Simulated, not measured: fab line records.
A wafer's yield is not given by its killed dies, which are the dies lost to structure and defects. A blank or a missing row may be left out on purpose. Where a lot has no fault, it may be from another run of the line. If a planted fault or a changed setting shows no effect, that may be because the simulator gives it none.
Chamber matching / flow nand harc / pecvd-01 running NHARC_A_ONON_D1_DEP_33: 3 sister chambers
The step deposits SiO2, target thk 200 nm. 6 wafers are shown with their chamber, then 8 later ones without.

## EACH WAFER AND ITS CHAMBER
wafer=L215.3; chamber=0; heater power w (W)=863; throttle valve pct (%)=15.5
wafer=L218.1; chamber=0; heater power w (W)=873; throttle valve pct (%)=15.6
wafer=L224.1; chamber=2; heater power w (W)=602; throttle valve pct (%)=15.8
wafer=L224.2; chamber=1; heater power w (W)=481; throttle valve pct (%)=16.6
wafer=L224.5; chamber=2; heater power w (W)=607; throttle valve pct (%)=15.8
wafer=L227.1; chamber=1; heater power w (W)=430; throttle valve pct (%)=16.4

## WAFERS WITHOUT THEIR CHAMBER
wafer=L227.3; heater power w (W)=482; throttle valve pct (%)=15.9
wafer=L227.5; heater power w (W)=439; throttle valve pct (%)=16.4
wafer=L229.2; heater power w (W)=526; throttle valve pct (%)=16.4
wafer=L229.3; heater power w (W)=690; throttle valve pct (%)=15.8
wafer=L229.4; heater power w (W)=612; throttle valve pct (%)=15.5
wafer=L230.2; heater power w (W)=483; throttle valve pct (%)=15.8
wafer=L230.4; heater power w (W)=763; throttle valve pct (%)=15.5
wafer=L230.5; heater power w (W)=481; throttle valve pct (%)=15.9

## WHICH CHAMBER EACH WENT THROUGH
wafer=L227.3; from the rows above=can't be placed: 2 or 1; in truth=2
wafer=L227.5; from the rows above=1; in truth=1
wafer=L229.2; from the rows above=1; in truth=1
wafer=L229.3; from the rows above=2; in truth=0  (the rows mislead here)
wafer=L229.4; from the rows above=2; in truth=2
wafer=L230.2; from the rows above=2; in truth=2
wafer=L230.4; from the rows above=0; in truth=0
wafer=L230.5; from the rows above=can't be placed: 2 or 1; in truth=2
5 of 8 placed correctly. Unplaceable from these rows: 2, with the true chamber sitting among the candidates in 2. 1 placed wrongly.
How it was worked out, from the rows above alone: a wafer's distance from a chamber is the root of the sum, over the readings, of the square of ((its reading less the chamber's mean) divided by the reading's scatter). If the next closest chamber is less than 2 further off than the closest, the wafer can't be placed; otherwise it belongs to the closest. For every chamber, the mean is computed from those of its wafers that are shown. The scatter is the square root of a quotient: the sum, over the shown wafers, of each reading's squared deviation from its chamber's mean, divided by wafers minus chambers.
